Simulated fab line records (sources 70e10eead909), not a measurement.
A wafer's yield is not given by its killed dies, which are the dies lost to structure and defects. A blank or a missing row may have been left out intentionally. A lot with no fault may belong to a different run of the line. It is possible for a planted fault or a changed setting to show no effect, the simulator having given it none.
Which tool did it? + flow nand-harc + 44 wafers from 15 lots sampled at 3 of the route's 1302 steps

## WHAT THE GAUGES READ, wafer by wafer
NHARC_A_SLIT_INSPECT_11.
| lot  | measured     | on                | raw-defect-count |
|------|--------------|-------------------|------------------|
| L558 | day 20 16:43 | defect-inspect-02 | 51 56 50         |
| L561 | day 20 22:59 | defect-inspect-01 | 22 15 20         |
| L560 | day 21 00:22 | defect-inspect-01 | 19 26 30         |
| L559 | day 21 04:05 | defect-inspect-01 | 86 110 111       |
| L564 | day 22 05:18 | defect-inspect-01 | 21 22 23         |
| L562 | day 22 05:27 | defect-inspect-01 | 113 111 94       |
| L566 | day 23 07:11 | defect-inspect-01 | 103 115 129      |
| L565 | day 23 12:46 | defect-inspect-02 | 26 38 36         |
| L571 | day 25 13:08 | defect-inspect-01 | 22 30            |
| L572 | day 26 06:45 | defect-inspect-01 | 88 79 82         |
| L574 | day 26 22:40 | defect-inspect-02 | 98 92 104        |
| L575 | day 27 16:20 | defect-inspect-02 | 32 22 25         |
| L579 | day 28 20:17 | defect-inspect-02 | 44 51 38         |
| L581 | day 29 12:02 | defect-inspect-01 | 88 64 69         |
| L580 | day 29 12:20 | defect-inspect-01 | 36 38 36         |

NHARC_A_SLIT_CD_MEAS_21.
| lot  | measured     | on        | cd-nm (nm)        |
|------|--------------|-----------|-------------------|
| L558 | day 21 00:50 | cd-sem-02 | 289.6 290.6 290.1 |
| L561 | day 21 08:49 | cd-sem-01 | 289.3 289.5 290.4 |
| L560 | day 21 10:43 | cd-sem-02 | 288.5 289.5 288.1 |
| L559 | day 21 14:31 | cd-sem-01 | 290.3 290.1 290.7 |
| L564 | day 22 11:41 | cd-sem-02 | 290.1 289.5 290.3 |
| L562 | day 22 11:51 | cd-sem-03 | 290.3 289.5 289.4 |
| L566 | day 23 13:33 | cd-sem-02 | 288.9 289.7 289.7 |
| L565 | day 23 19:11 | cd-sem-03 | 287.2 288.6 287.7 |
| L571 | day 25 22:43 | cd-sem-01 | 290.7 290.1       |
| L572 | day 26 13:11 | cd-sem-02 | 289.2 288.0 287.2 |
| L574 | day 27 05:27 | cd-sem-01 | 287.5 288.0 288.0 |
| L575 | day 27 23:00 | cd-sem-01 | 291.3 290.6 291.1 |
| L579 | day 29 02:49 | cd-sem-02 | 291.1 291.8 290.4 |
| L581 | day 29 18:22 | cd-sem-02 | 291.2 290.9 290.9 |
| L580 | day 29 19:25 | cd-sem-02 | 290.2 290.2 290.1 |

## WHICH TOOL RAN EACH LOT (tool, then ch and the chambers of the sampled wafers, then the start)
| lot  | NHARC_A_SLIT_ETCH_29               |
|------|------------------------------------|
| L558 | rie-diel-03 ch 0,1,3, day 21 00:18 |
| L561 | rie-diel-03 ch 0,1,2, day 21 08:19 |
| L560 | rie-diel-03 ch 0,2, day 21 10:11   |
| L559 | rie-diel-02 ch 1,3, day 21 13:59   |
| L564 | rie-diel-03 ch 0,2,3, day 22 11:09 |
| L562 | rie-diel-02 ch 0,1,3, day 22 11:19 |
| L566 | rie-diel-02 ch 0,3, day 23 13:01   |
| L565 | rie-diel-05 ch 1,3, day 23 18:40   |
| L571 | rie-diel-02 ch 2,3, day 25 22:12   |
| L572 | rie-diel-05 ch 0,1,2, day 26 12:39 |
| L574 | rie-diel-02 ch 0,3, day 27 04:55   |
| L575 | rie-diel-05 ch 0,3, day 27 22:27   |
| L579 | rie-diel-03 ch 0,2,3, day 29 02:13 |
| L581 | rie-diel-02 ch 0,2,3, day 29 17:50 |
| L580 | rie-diel-02 ch 0,2,3, day 29 18:53 |
- NHARC_A_SLIT_ETCH_29: etches the open film in CF4/O2, target depth 100 nm, overetch 10 nm, time 55 s.

## AS READ BY THE TOOLS THEMSELVES (means over the sampled wafers that have a number; for cases with no such wafer, the mark the record gives instead)
NHARC_A_SLIT_ETCH_29.
| lot  | tool        | drypump-motor-current-A (A) | mfc-ar-sccm (sccm) | oes-product-au (a.u.) | rf-vpp-V (V) | showerhead-plenum-p-Torr (Torr) | throttle-valve-pct (%) |
|------|-------------|-----------------------------|--------------------|-----------------------|--------------|---------------------------------|------------------------|
| L558 | rie-diel-03 | 6.4                         | 0.005              | 1.001                 | 198.3        | 1.31                            | 13.395                 |
| L561 | rie-diel-03 | 6.0                         | 0.018              | 0.990                 | 197.7        | 1.32                            | 13.397                 |
| L560 | rie-diel-03 | 6.3                         | 0.023              | 1.000                 | 198.3        | 1.34                            | 13.400                 |
| L559 | rie-diel-02 | 5.9                         | 0.012              | 0.982                 | 197.7        | 1.36                            | 13.389                 |
| L564 | rie-diel-03 | 6.1                         | 0.018              | 1.004                 | 198.2        | 1.33                            | 13.388                 |
| L562 | rie-diel-02 | 5.7                         | 0.012              | 1.006                 | 198.2        | 1.36                            | 13.395                 |
| L566 | rie-diel-02 | 5.7                         | 0.000              | 0.998                 | 197.8        | 1.36                            | 13.396                 |
| L565 | rie-diel-05 | 5.5                         | 0.009              | 1.002                 | 197.9        | 1.33                            | 13.394                 |
| L571 | rie-diel-02 | 6.2                         | 0.022              | 0.996                 | 198.3        | 1.34                            | 13.407                 |
| L572 | rie-diel-05 | 5.5                         | 0.000              | 1.003                 | 198.1        | 1.38                            | 13.393                 |
| L574 | rie-diel-02 | 5.5                         | 0.000              | 0.993                 | 198.3        | 1.36                            | 13.404                 |
| L575 | rie-diel-05 | 5.8                         | 0.018              | 0.999                 | 197.7        | 1.32                            | 13.406                 |
| L579 | rie-diel-03 | 6.1                         | 0.018              | 1.004                 | 197.2        | 1.33                            | 13.401                 |
| L581 | rie-diel-02 | 5.9                         | 0.015              | 0.999                 | 197.6        | 1.34                            | 13.400                 |
| L580 | rie-diel-02 | 5.9                         | 0.015              | 1.005                 | 198.9        | 1.34                            | 13.398                 |

## THE ANSWER, worked out from the rows above alone
Rule: the lots themselves supply what counts as usual. Put in order of their means at a reading, lots are off if they are a third of the lots or fewer, leave a main group of 4 or more, and stand apart from it by a gap of 3 or more times the standard deviation of the main group's means; of several such gaps the widest counts. A main group is skipped when, at the precision printed for the reading in the tables above, its means are all equal. Also off: a lot with no number at a reading for which 4 or more lots have one. Where the step has rows for the other lots, those lots are counted as sound. After the gauges, taken in route order, come the tools' own readings; for these a lot's mean is taken, as printed above. The first step at which some lot is off is used, and at that step the reading that is off furthest; a lot without a number counts as furthest.
No lot is off at any reading shown: from this, nothing can be told.

## WHAT THE SIMULATOR HAD PUT IN
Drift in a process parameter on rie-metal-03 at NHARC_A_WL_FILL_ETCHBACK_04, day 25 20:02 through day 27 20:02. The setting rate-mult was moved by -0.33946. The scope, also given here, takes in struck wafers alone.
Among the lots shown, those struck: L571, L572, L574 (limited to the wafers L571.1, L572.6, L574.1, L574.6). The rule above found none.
